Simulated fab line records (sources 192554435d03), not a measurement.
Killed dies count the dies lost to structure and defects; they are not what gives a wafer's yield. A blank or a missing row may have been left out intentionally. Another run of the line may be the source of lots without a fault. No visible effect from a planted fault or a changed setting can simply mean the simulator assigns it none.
A lot that was struck, set against a sound lot :: flow n5 finfet :: 37 steps out of a route of 1938
Sound: these wafers, L825.1, L825.4, L825.6. Struck: wafers L829.2, L829.5 (left out: L829.1, a lot-mate that was not struck); the cause follows at the end.
For every step that has rows: the tool of each side, followed by ch and its chambers, followed by its first start. Under that, the readings that differ: sound wafers :: struck wafers :: difference of the means :: sigmas: that difference in standard deviations of wafers without a fault.
alike: same words and numbers on both sides, and readings whose means sit less than 2 such deviations apart. not compared: any withheld reading, any reading some wafer has no value for, any bound like >300 that may hide the same value, and any number with overlapping values for which the record gives no deviation.
Wherever a step has rows on one side only, a row that says differs or no value, or a row with sigmas, the two part there. Numbers that have no deviation but don't overlap get no sigmas and don't part them. Lack of a reading on every wafer of one side parts them only where that side has two or more wafers.

first, 9 steps without rows for these wafers: N5_BEOL_M11_PEB_26 (peb time 60 s); N5_BEOL_M11_DEVELOP_27 (develop time 30 s); N5_BEOL_M11_DESCUM_33 (chemistry O2, time 7.9 s); N5_BEOL_M11_ETCH_65 (etches SiARC in CF4, target depth 39 nm, time 65 s); N5_BEOL_M11_ETCH_66 (etches SOC in N2/H2, target depth 120 nm, overetch 24 nm, time 180 s); N5_BEOL_M11_STRIP_69 (strips in N2/H2); N5_BEOL_M11_VIA_ETCH_34 (etches SiCOH lowk in C4F6/O2, target depth 184.5 nm, time 69.2 s); N5_BEOL_M11_STRIP_73 (strips in C4F6/O2); N5_BEOL_M11_STRIP_36 (strips in N2/H2).
N5_BEOL_M11_TRENCH_ETCH_37: etches SiCOH lowk in C4F6/O2, target depth 148.83 nm, time 48 s.
  sound on rie diel-02 ch 0,3, day 12 23:11; struck on rie diel-02 ch 1, day 13 14:59
reading: model.BEOL_M11.feature depth nm (nm)
sound: 145 147.8 148.2
struck: 138.8 138.4
difference: -8.4
sigmas: 

reading: model.etch.depth nm (nm)
sound: 145 147.7 148.2
struck: 138.8 138.5
difference: -8.3
sigmas: 
  alike: drypump motor current A, oes product au, rf vpp V, showerhead plenum p Torr, throttle valve pct
  not compared: rf hours counter h, model.TiN_of_BEOL_M11_HM_DEP_02.thk nm
then, 2 steps without rows for these wafers: N5_BEOL_M11_ETCH_41 (etches SiCN in CH3F/O2, target depth 42.6 nm, time 86 s); N5_BEOL_M11_STRIP_77 (strips in N2/H2, time 10 s).
N5_BEOL_M11_OCD_MEAS_38:
  sound on ocd-02, day 12 23:22; struck on ocd-01, day 13 15:10
reading: trench depth nm (nm)
sound: 144.9 147.2 148.0
struck: 138.8 138.4
difference: -8.1
sigmas: -5
then, 13 steps without rows for these wafers: N5_BEOL_M11_HM_STRIP_39 (strips TiN in peroxide tin strip, target depth 25 nm, time 158 s); N5_BEOL_M11_SRD_40 (time 30 s); N5_BEOL_M11_PRECLEAN_42 (cleans in residue remover, time 60 s); N5_BEOL_M11_SRD_43 (time 30 s); N5_BEOL_M11_CURE_72 (cures SiCOH lowk, time 120 s); N5_BEOL_M11_DEGAS_44 (time 60 s); N5_BEOL_M11_PRE_CLEAN_45 (time 30 s); N5_BEOL_M11_ALD_74 (deposits TaN, target thk 2 nm, pulse time 2 s, purge time 3 s); N5_BEOL_M11_SURFACE_TREAT_76; N5_BEOL_M11_CVD_75 (deposits Co from CCTBA/H2, target thk 2 nm, time 138.9 s); N5_BEOL_M11_SPUTTER_48 (material Cu, target thk 12 nm, time 2 s); N5_BEOL_M11_ECD_50 (material Cu, target thk 318 nm); N5_BEOL_M11_ANNEAL_51 (time 90 s).
N5_BEOL_M11_CMP_52: polishes, stops on SiCOH lowk, t overpolish 7 s, target thk 140 nm.
  sound on cmp-02 ch 1,2,3, day 13 03:28; struck on cmp-02 ch 2,3, day 13 19:42
reading: model.Cu_of_BEOL_M11_ECD_50.thk nm (nm)
sound: 137 137.2 140.2
struck: 128.8 128
difference: -9.7
sigmas: 
  alike: barrier field endpoint s, head pressure psi, motor current A, overpolish run s, retaining ring pressure frac, slurry filter dp kPa, time to endpoint s
N5_BEOL_M11_THK_MEAS_53: measures by xrf.
  sound on film metro-02, day 13 03:41; struck on film metro-02, day 13 19:59
reading: M11_THK (nm)
sound: 137.9 138.8 140.7
struck: 130.4 129.6
difference: -9.1
sigmas: -4
then, 2 steps without rows for these wafers: N5_BEOL_M11_PRE_CLEAN_55 (time 15 s); N5_BEOL_M11_DEP_56 (deposits SiCN from 3MS/NH3, target thk 30 nm, time 10.5 s).
N5_BEOL_M11_RS_MEAS_57: uses a four-point probe to measure.
  sound on film metro-02, day 13 03:49; struck on film metro-01, day 13 20:07
reading: M11_RS (ohm/sq)
sound: 0.1542 0.1538 0.1506
struck: 0.1660 0.1666
difference: +0.0134
sigmas: +6
then, 5 steps without rows for these wafers: N5_BEOL_M12_ILD_DEP_00 (deposits SiOC from DEMS/O2, target thk 658.92 nm, time 130.7 s); N5_BEOL_M12_COAT_58 (time 60 s, resist thk 89 nm); N5_BEOL_M12_COAT_04 (resist thk 400 nm); N5_BEOL_M12_EBR_06; N5_BEOL_M12_SOFTBAKE_05 (time 60 s).
N5_BEOL_M15_RC_MEAS_101:
  sound on prober-01 ch 0, day 14 14:02; struck on prober-02 ch 0, day 14 21:11
reading: COMB_M15 (S/m)
sound: 1.4e-12 3.1e-12 1.9e-12
struck: 4.5e-12 4.2e-12
difference: +2.2e-12
sigmas: +3

reading: SERP_M11 (ohm/um)
sound: 3.12 3.13 3.05
struck: 3.33 3.25
difference: +0.19
sigmas: +4

reading: SERP_M11_max_site (ohm/um)
sound: 3.23 3.17 3.12
struck: 3.47 3.60
difference: +0.36
sigmas: +6
  alike: COMB_M10, COMB_M11, COMB_M12, COMB_M13, COMB_M14, COMB_M5, COMB_M6, COMB_M7, COMB_M7_max_site, COMB_M8, COMB_M9, COMB_M9_max_site, SERP_M10, SERP_M12, SERP_M13, SERP_M14, SERP_M5, SERP_M6, SERP_M7, SERP_M8, SERP_M9, SERP_M9_max_site

== WHERE THEY PART ==
Earliest at N5_BEOL_M11_OCD_MEAS_38; latest, in this record, at N5_BEOL_M15_RC_MEAS_101.

WHY: what the simulator had put in
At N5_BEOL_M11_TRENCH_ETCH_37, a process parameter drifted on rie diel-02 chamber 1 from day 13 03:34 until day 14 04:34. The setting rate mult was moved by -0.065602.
